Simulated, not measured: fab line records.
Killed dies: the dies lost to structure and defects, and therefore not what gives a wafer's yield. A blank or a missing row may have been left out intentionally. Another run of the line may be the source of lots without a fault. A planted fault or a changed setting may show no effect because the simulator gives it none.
fab line records | flow n5Finfet
record lots=11 wafers=31 lastDay=18
route steps=1938 shown BEOL_M4@1094 BEOL_M5@1112 PASSIVATION@1936
lots that met no fault: from a run of the same line without faults
startH: start of the lot's first displayed wafer, in hours after the record's first day | waitH: hours since the lot's step before | " repeats the value in the row above | L1.1+2: a row that stands for several wafers | - no value, or no start was given | * or withheld: withheld | < > ~ a bound
route shown NAME@n: names a module that has steps shown in the file, with the first one's number in the route | usual: mean and standard deviation over wafers with no fault | same: alike in all rows | chamber/n: place in a boat | sites: the reading at each site | _std_site: standard deviation across them | _edge_site: the outer-site mean with the inner-site mean subtracted | radiusMm: for every site, how far away it sits from the centre of the wafer | mask NAME#n: copy n | behind: the tool/chamber that last shaped the wafer | hold: why the lot was held/for how many hours/how that ended | device: which transistor (n, p or np) failed to switch | end of line: tests run on the same wafers once the route is complete | a step given without rows: its recipe and nothing more | killed: count of dies lost to structure and defects at first sort (not the wafer's yield) | map: a wafer's dies, marking killed ones x, the rest . and places with no die _
set.NAME: the setting the step ran with; set.NAME@STEP: the setting that earlier step ran with | model.NAME: the simulator's own value behind a step, which no gauge read
a sample of lots followed through the steps of the route, with each step as a table and each wafer as a row
services: from which hour (startH, from the record's first day; less than 0 if before it) a tool's chamber was out of use, for how many hours, and why
## steps
# step N5_BEOL_M4_SPUTTER_90
# recipe material=Cu targetThkA=45 tempC=-20 chamberPressurePa=0.07 powerW=withheld timeS=8.29
# usual throttleValvePct=30.7/0.8
# columns lot.wafer tool chamber startH waitH throttleValvePct
L809.2 pvdSputter-03 - 187.32 0.1 32.0
L809.3 " - " " 30.4
L809.5 " - " " 30.5
L812.2 pvdSputter-03 - 204.53 0.1 30.8
L812.3 " - " " 30.7
L812.6 " - " " 31.7
L814.2 pvdSputter-01 - 204.99 0.1 29.9
L814.4 " - " " 30.5
L814.5 " - " " 30.6
L820.1 pvdSputter-01 - 249.33 0.1 29.7
L820.4 " - " " 30.4
L820.6 " - " " 29.9
L821.1 pvdSputter-02 - 255.09 0.1 30.7
L821.2 " - " " 32.4
L821.3 " - " " 29.5
L823.4 pvdSputter-03 - 257.16 0.1 30.5
L823.5 " - " " 30.4
L823.6 " - " " 31.8
L826.1 pvdSputter-01 - 278.46 0.1 30.3
L826.4 " - " " 29.8
L826.5 " - " " 30.3
L827.4 pvdSputter-03 - 281.80 0.1 31.6
L827.6 " - " " 30.5
L828.2 pvdSputter-01 - 304.78 0.1 29.3
L828.3 " - " " 30.2
L828.6 " - " " 30.4
L829.2 pvdSputter-01 - 311.80 0.1 29.9
L829.4 " - " " 30.1
L829.5 " - " " 29.6
L830.4 pvdSputter-03 - 318.81 0.1 31.7
L830.6 " - " " 30.5
# step N5_BEOL_M4_ANNEAL_93
# recipe tempC=400 timeS=240 ambient=vacuum
# usual heaterPowerW=795/54
# columns lot.wafer tool chamber startH waitH heaterPowerW
L809.2 pvdSputter-03 - 187.62 0.0 841
L809.3 " - " " 720
L809.5 " - " " 787
L812.2 pvdSputter-03 - 204.83 0.0 732
L812.3 " - " " 775
L812.6 " - " " 855
L814.2 pvdSputter-01 - 205.29 0.0 769
L814.4 " - " " 742
L814.5 " - " " 838
L820.1 pvdSputter-01 - 249.63 0.0 749
L820.4 " - " " 753
L820.6 " - " " 761
L821.1 pvdSputter-02 - 255.39 0.0 705
L821.2 " - " " 759
L821.3 " - " " 750
L823.4 pvdSputter-03 - 257.46 0.0 729
L823.5 " - " " 702
L823.6 " - " " 823
L826.1 pvdSputter-01 - 278.76 0.0 853
L826.4 " - " " 769
L826.5 " - " " 744
L827.4 pvdSputter-03 - 282.10 0.0 851
L827.6 " - " " 725
L828.2 pvdSputter-01 - 305.08 0.0 774
L828.3 " - " " 835
L828.6 " - " " 841
L829.2 pvdSputter-01 - 312.10 0.0 763
L829.4 " - " " 743
L829.5 " - " " 835
L830.4 pvdSputter-03 - 319.11 0.0 851
L830.6 " - " " 788
# step N5_BEOL_M4_PRE_CLEAN_60
# recipe gas=NH3/H2 timeS=15 tempC=* rfPowerW=300
# usual heaterPowerW=82/20
# columns lot.wafer tool chamber startH waitH heaterPowerW
L809.2 cvdCo-01 1 188.81 0.0 88
L809.3 " 2 " " 97
L809.5 " 1 " " 85
L812.2 cvdCo-01 1 206.14 0.0 88
L812.3 " 0 " " 81
L812.6 " 2 " " 92
L814.2 cvdCo-01 2 206.48 0.0 94
L814.4 " 1 " " 84
L814.5 " 2 " " 93
L820.1 cvdCo-01 2 251.12 0.0 95
L820.4 " 2 " " 94
L820.6 " 0 " " 81
L821.1 cvdCo-02 1 256.57 0.0 115
L821.2 " 0 " " 70
L821.3 " 2 " " 49
L823.4 cvdCo-01 1 258.71 0.1 85
L823.5 " 0 " " 84
L823.6 " 2 " " 95
L826.1 cvdCo-02 1 279.95 0.0 110
L826.4 " 2 " " 50
L826.5 " 0 " " 71
L827.4 cvdCo-01 1 283.31 0.1 83
L827.6 " 2 " " 96
L828.2 cvdCo-02 1 306.26 0.0 112
L828.3 " 0 " " 73
L828.6 " 1 " " 112
L829.2 cvdCo-02 2 313.35 0.1 50
L829.4 " 0 " " 70
L829.5 " 1 " " 114
L830.4 cvdCo-02 2 320.57 0.1 51
L830.6 " 1 " " 112
# step N5_BEOL_M4_RC_MEAS_101
# usual DIBL_N=36.0/1.7 DIBL_P=36.2/2.3 IOFF_N=0.16/0.03 IOFF_P=0.21/0.036 ION_N=679/11 ION_P=465/7.1 SS_N=71.4/0.58 SS_P=73.3/0.75 VT_N=249/3.1 VT_P=-251/3.5
# columns lot.wafer tool chamber startH waitH DIBL_N[mV/V] DIBL_P[mV/V] IOFF_N[nA/um] IOFF_P[nA/um] ION_N[uA/um] ION_P[uA/um] SS_N[mV/dec] SS_P[mV/dec] VT_N[mV] VT_P[mV]
L809.2 prober-01 0 189.24 0.2 33.9 33.3 0.14 0.19 673 461 71.0 73.1 248 -250
L809.3 " 0 " " 32.7 31.5 0.12 0.17 665 459 70.9 72.2 252 -253
L809.5 " 0 " " 35.4 35.5 0.15 0.21 683 467 70.4 72.8 249 -249
L812.2 prober-01 0 206.58 0.2 34.5 36.6 0.17 0.26 682 477 70.6 72.9 245 -245
L812.3 " 0 " " 35.3 36.7 0.18 0.25 685 473 71.1 72.7 245 -245
L812.6 " 0 " " 32.5 32.8 0.12 0.18 666 460 70.1 71.6 253 -249
L814.2 prober-02 0 207.27 0.5 36.0 36.1 0.16 0.22 680 466 71.1 73.6 250 -249
L814.4 " 0 " " 36.5 37.2 0.17 0.23 685 469 71.6 73.7 247 -246
L814.5 " 0 " " 37.4 38.2 0.18 0.25 682 469 72.0 74.6 248 -248
L820.1 prober-01 0 251.64 0.2 35.9 35.8 0.15 0.22 681 470 71.1 73.0 249 -252
L820.4 " 0 " " 36.5 36.3 0.14 0.21 679 469 71.9 73.3 252 -250
L820.6 " 0 " " 36.0 35.3 0.14 0.21 677 469 71.3 73.0 253 -247
L821.1 prober-02 0 256.87 0.0 35.0 34.6 0.13 0.23 676 477 70.9 72.0 248 -246
L821.2 " 0 " " 35.4 34.7 0.14 0.22 680 474 70.7 72.6 250 -246
L821.3 " 0 " " 37.5 37.4 0.17 0.26 680 472 71.7 73.8 249 -244
L823.4 prober-01 0 259.43 0.5 33.6 34.0 0.16 0.19 687 461 71.4 73.0 249 -254
L823.5 " 0 " " 35.7 35.9 0.18 0.20 697 464 71.6 73.0 247 -250
L823.6 " 0 " " 35.5 35.8 0.18 0.21 695 463 71.7 73.6 246 -250
L826.1 prober-02 0 280.22 0.0 39.7 41.2 0.23 0.28 703 477 72.0 73.9 244 -247
L826.4 " 0 " " 36.6 37.7 0.15 0.22 672 469 71.9 73.8 249 -250
L826.5 " 0 " " 36.5 37.4 0.15 0.20 681 469 71.9 72.5 249 -250
L827.4 prober-02 0 284.02 0.5 36.7 39.3 0.20 0.22 691 467 71.7 73.9 244 -252
L827.6 " 0 " " 34.3 35.5 0.14 0.16 679 456 71.2 72.3 250 -255
L828.2 prober-02 0 306.69 0.2 36.4 37.7 0.16 0.22 681 469 71.8 73.6 249 -251
L828.3 " 0 " " 37.2 38.2 0.18 0.23 680 464 71.8 74.4 249 -252
L828.6 " 0 " " 38.1 39.5 0.20 0.25 699 476 71.8 74.7 245 -249
L829.2 prober-01 0 313.77 0.2 37.9 36.6 0.17 0.21 691 463 71.6 73.4 248 -250
L829.4 " 0 " " 38.5 37.6 0.20 0.24 696 469 71.7 74.8 245 -247
L829.5 " 0 " " 37.8 37.1 0.19 0.22 703 470 71.1 73.7 245 -249
L830.4 prober-02 0 321.31 0.5 40.8 43.6 0.28 0.32 701 481 72.3 74.5 241 -247
L830.6 " 0 " " 36.5 37.9 0.16 0.22 672 462 72.2 72.9 253 -250
# step N5_BEOL_M5_ILD_DEP_00
# recipe material=SiCOH_lowk targetThkA=1406.4 tempC=300 precursor=DEMS/porogen pressureTorr=5 rfW=500 timeS=25.9
# usual heaterPowerW=307/43 showerheadPlenumPTorr=5.737/0.015 throttleValvePct=13.6/0.88
# columns lot.wafer tool chamber startH waitH heaterPowerW showerheadPlenumPTorr throttleValvePct
L809.2 pecvd-01 2 190.04 0.7 389 5.718 14.5
L809.3 " 1 " " 300 5.698 14.9
L809.5 " 1 " " 312 5.720 15.2
L812.2 pecvd-04 0 207.39 0.7 337 5.738 14.3
L812.3 " 1 " " 352 5.751 13.8
L812.6 " 1 " " 356 5.766 13.6
L814.2 pecvd-02 2 208.08 0.7 274 5.730 12.4
L814.4 " 2 " " 283 5.740 12.5
L814.5 " 0 " " 310 5.744 13.7
L820.1 pecvd-04 2 252.61 0.8 301 5.734 12.4
L820.4 " 2 " " 300 5.756 12.5
L820.6 " 1 " " 342 5.765 13.8
L821.1 pecvd-04 2 257.83 0.8 308 5.735 12.3
L821.2 " 0 " " 340 5.743 14.3
L821.3 " 1 " " 338 5.767 13.9
L823.4 pecvd-04 2 259.95 0.4 246 5.735 12.6
L823.5 " 0 " " 369 5.725 14.5
L823.6 " 1 " " 296 5.766 13.8
L826.1 pecvd-02 1 281.19 0.8 298 5.750 14.3
L826.4 " 1 " " 301 5.740 14.5
L826.5 " 2 " " 287 5.730 12.4
L827.4 pecvd-01 0 284.55 0.4 342 5.717 13.5
L827.6 " 1 " " 238 5.709 14.9
L828.2 pecvd-02 1 307.50 0.7 266 5.743 14.6
L828.3 " 2 " " 262 5.731 12.4
L828.6 " 2 " " 269 5.733 12.3
L829.2 pecvd-04 1 314.58 0.7 345 5.766 13.7
L829.4 " 1 " " 343 5.759 13.5
L829.5 " 2 " " 240 5.760 12.4
L830.4 pecvd-04 1 321.83 0.4 356 5.756 13.8
L830.6 " 0 " " 388 5.722 14.2
# step N5_BEOL_M5_THK_MEAS_01
# recipe reads=SiCOH_lowk_of_BEOL_M5_ILD_DEP_00
# usual M5_ILD_THK=121.2/1.7
# columns lot.wafer tool chamber startH waitH M5_ILD_THK[nm]
L809.2 filmMetro-01 - 190.66 0.4 120.7
L809.3 " - " " 122.6
L809.5 " - " " 123.9
L812.2 filmMetro-01 - 207.96 0.4 121.5
L812.3 " - " " 122.4
L812.6 " - " " 123.7
L814.2 filmMetro-01 - 208.65 0.4 118.3
L814.4 " - " " 120.0
L814.5 " - " " 121.7
L820.1 filmMetro-01 - 253.19 0.4 120.4
L820.4 " - " " 122.2
L820.6 " - " " 172.6
L821.1 filmMetro-02 - 258.73 0.4 120.1
L821.2 " - " " 120.5
L821.3 " - " " 169.9
L823.4 filmMetro-02 - 260.50 0.2 123.2
L823.5 " - " " 123.1
L823.6 " - " " 172.8
L826.1 filmMetro-02 - 281.87 0.5 119.2
L826.4 " - " " 123.6
L826.5 " - " " 121.2
L827.4 filmMetro-02 - 285.11 0.2 120.7
L827.6 " - " " 120.6
L828.2 filmMetro-02 - 308.07 0.4 119.4
L828.3 " - " " 119.6
L828.6 " - " " 121.9
L829.2 filmMetro-02 - 315.16 0.4 121.1
L829.4 " - " " 123.2
L829.5 " - " " 120.5
L830.4 filmMetro-02 - 322.39 0.2 122.8
L830.6 " - " " 123.5
# step N5_PASSIVATION_PROBE_49
# usual defectLimitedYield=91.3/1.5 killed_at_M0_to_M3=31/11 killed_at_M4_up=14/5.1 killedAtContacts=12/5.6 killedAtFrontEnd=42/12 killedAtOther=3.8/2.9 killedDies=103/18 killedOnRim=14/4.5 killedOpen=67/14 killedShort=33/8 sort_bin_4_leakage=0.00/0.0073 sort_bin_5_function=5.1/1 sort_bin_6_memory=3.2/0.75 sortNPass=1077/18 sortYieldPct=91.3/1.5
# same grossDies=1180 killedAtBackSide=0 sort_bin_8_speed[%]=0
# columns lot.wafer tool chamber startH waitH defectLimitedYield[%] killed_at_M0_to_M3 killed_at_M4_up killedAtContacts killedAtFrontEnd killedAtOther killedDies killedOnRim killedOpen killedShort sort_bin_4_leakage[%] sort_bin_5_function[%] sort_bin_6_memory[%] sortNPass sortYieldPct[%]
L820.1 prober-01 - 364.25 0.0 89.8 28 16 20 54 2 120 11 72 45 0 5.2 4.3 1060 89.8
L820.4 prober-01 - 364.40 0.2 91.9 18 21 16 40 1 96 13 62 33 0 4.7 3.0 1084 91.9
L820.6 prober-01 - 364.50 0.3 0 24 1098 10 45 3 1180 152 60 35 0 96.8 3.1 0 0
L823.4 prober-01 - 368.49 0.2 90.8 34 12 6 44 12 108 19 66 42 0 4.9 3.9 1072 90.8
L823.5 prober-01 - 368.54 0.2 91.9 20 17 16 41 2 96 11 77 19 0 4.0 4.1 1084 91.9
L823.6 prober-01 - 368.59 0.3 0 32 1097 9 34 8 1180 152 69 31 0 97.1 2.5 0 0
L821.1 prober-02 - 374.03 0.0 89.2 32 11 12 64 8 127 12 82 45 0 5.9 4.2 1053 89.2
L821.2 prober-02 - 374.08 0.1 89.1 23 10 17 74 5 129 17 82 45 0 6.8 3.6 1051 89.1
L821.3 prober-02 - 374.13 0.1 0 27 1075 6 64 8 1180 152 85 26 0 96.5 3.2 0 0
# killed by level:class
L820.1 MOL_CONTACT_COAG:geometricParticle:open=18 STI_FIN_REVEAL:geometricParticle:open=12 GATE_CUT:geometricParticle:open=11 GATE_CUT:geometricParticle:short=8 BEOL_M0_SAQP:geometricParticle:short=7 BEOL_M2:geometricParticle:short=7 FIN_SAQP:geometricParticle:short=6 FIN_SAQP:geometricParticle:open=6
L820.4 FIN_SAQP:geometricParticle:open=14 MOL_CONTACT_COAG:geometricParticle:open=14 FIN_SAQP:geometricParticle:short=6 GATE_CUT:geometricParticle:short=6 BEOL_M4:geometricParticle:open=5 BEOL_M1:geometricParticle:open=4 BEOL_M2:geometricParticle:short=4 BEOL_M7:geometricParticle:open=4
L820.6 BEOL_M5:areaEtch=1085 STI_FIN_REVEAL:geometricParticle:open=17 MOL_CONTACT_COAG:geometricParticle:open=7 FIN_SAQP:geometricParticle:open=5 BEOL_M1:geometricParticle:short=5 FIN_SAQP:geometricParticle:short=4 BEOL_M3:geometricParticle:open=4 BEOL_M4:geometricParticle:open=4
L823.4 STI_FIN_REVEAL:geometricParticle:open=16 BEOL_M0_SAQP:geometricParticle:short=12 BEOL_M2:geometricParticle:open=8 FIN_SAQP:geometricParticle:open=6 BEOL_M0_SAQP:geometricParticle:open=6 BEOL_M1:geometricParticle:open=6 FIN_SAQP:geometricParticle:short=5 MOL_CONTACT_COAG:geometricParticle:open=5
L823.5 STI_FIN_REVEAL:geometricParticle:open=16 MOL_CONTACT_COAG:geometricParticle:open=15 FIN_SAQP:geometricParticle:open=10 BEOL_M4:geometricParticle:open=9 BEOL_M0_SAQP:geometricParticle:open=5 BEOL_M5:geometricParticle:open=5 FIN_SAQP:geometricParticle:short=4 BEOL_M1:geometricParticle:open=4
L823.6 BEOL_M5:areaEtch=1080 BEOL_M1:geometricParticle:open=12 FIN_SAQP:geometricParticle:open=10 STI_FIN_REVEAL:geometricParticle:open=10 BEOL_M4:geometricParticle:open=9 MOL_CONTACT_COAG:geometricParticle:open=6 BEOL_M0_SAQP:geometricParticle:short=6 BEOL_M0_SAQP:geometricParticle:open=5
L821.1 FIN_SAQP:geometricParticle:open=16 STI_FIN_REVEAL:geometricParticle:open=15 FIN_SAQP:geometricParticle:short=10 MOL_CONTACT_COAG:geometricParticle:open=9 BEOL_M1:geometricParticle:open=7 BEOL_M0_SAQP:geometricParticle:short=6 BEOL_M0_SAQP:geometricParticle:open=6 DUMMY_GATE:geometricParticle:open=6
L821.2 FIN_SAQP:geometricParticle:open=29 FIN_SAQP:geometricParticle:short=13 STI_FIN_REVEAL:geometricParticle:open=10 MOL_CONTACT_COAG:geometricParticle:open=9 MOL_CONTACT_COAG:geometricParticle:short=8 DUMMY_GATE:geometricParticle:open=6 BEOL_M1:geometricParticle:open=6 STARTING-WAFER:geometricParticle:short=6
L821.3 BEOL_M5:areaEtch=1069 STI_FIN_REVEAL:geometricParticle:open=29 FIN_SAQP:geometricParticle:open=16 BEOL_M1:geometricParticle:open=9 FIN_SAQP:geometricParticle:short=7 MOL_CONTACT_COAG:geometricParticle:open=6 BEOL_M0_SAQP:geometricParticle:open=6 BEOL_M0_SAQP:geometricParticle:short=4
## services
# columns tool chamber startH hours kind
pecvd-01 - 167.36 1.7 repair
pecvd-01 2 170.77 - calibration
cvdCo-02 - 192.37 1.5 repair
pecvd-01 - 200.16 2.8 pm
cvdCo-02 - 224.41 0.3 repair
pecvd-02 0 226.37 5.5 scheduledDown
pecvd-02 0 233.12 2.1 scheduledDown
pecvd-01 - 258.95 5.1 repair
cvdCo-01 2 285.19 1.8 repair
pecvd-04 1 287.77 1.9 repair
pecvd-04 2 296.36 2.1 scheduledDown
cvdCo-01 0 301.66 3.4 repair
pecvd-02 - 316.12 14.6 pm
pecvd-01 0 320.34 2.1 scheduledDown
cvdCo-01 - 320.41 3.2 repair
## key
firstSign step=N5_BEOL_M5_THK_MEAS_01 reading=M5_ILD_THK direction=up sigmas=29 usual=121.2 struck=171.8
effect step=N5_PASSIVATION_PROBE_49 reading=killed_at_M4_up direction=up sigmas=99+ usual=14 struck=1090
moreKillsBornAt N5_BEOL_M5_ETCH_41@rieDiel-04=2165 N5_BEOL_M5_ETCH_41@rieDiel-02=1069
metAt N5_BEOL_M5_ILD_DEP_00
struckLots L820,L821,L823
struckWafers L820.6,L821.3,L823.6
laterRowsLeftOut L820.6,L821.3,L823.6
notActingAt N5_BEOL_M4_SPUTTER_90,N5_BEOL_M4_ANNEAL_93,N5_BEOL_M4_PRE_CLEAN_60
onsetBetween 207.39 252.61
fault kind=processParameterDrift tool=pecvd-04 chamber=1 onsetH=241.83 steps=N5_BEOL_M5_ILD_DEP_00 channel=timeS offset=* shape=step endH=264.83 actsIn=* stated=*
# laterRowsLeftOut: the simulator's readings of these wafers behind a module that went badly wrong aren't trusted and aren't shown, but for the sort
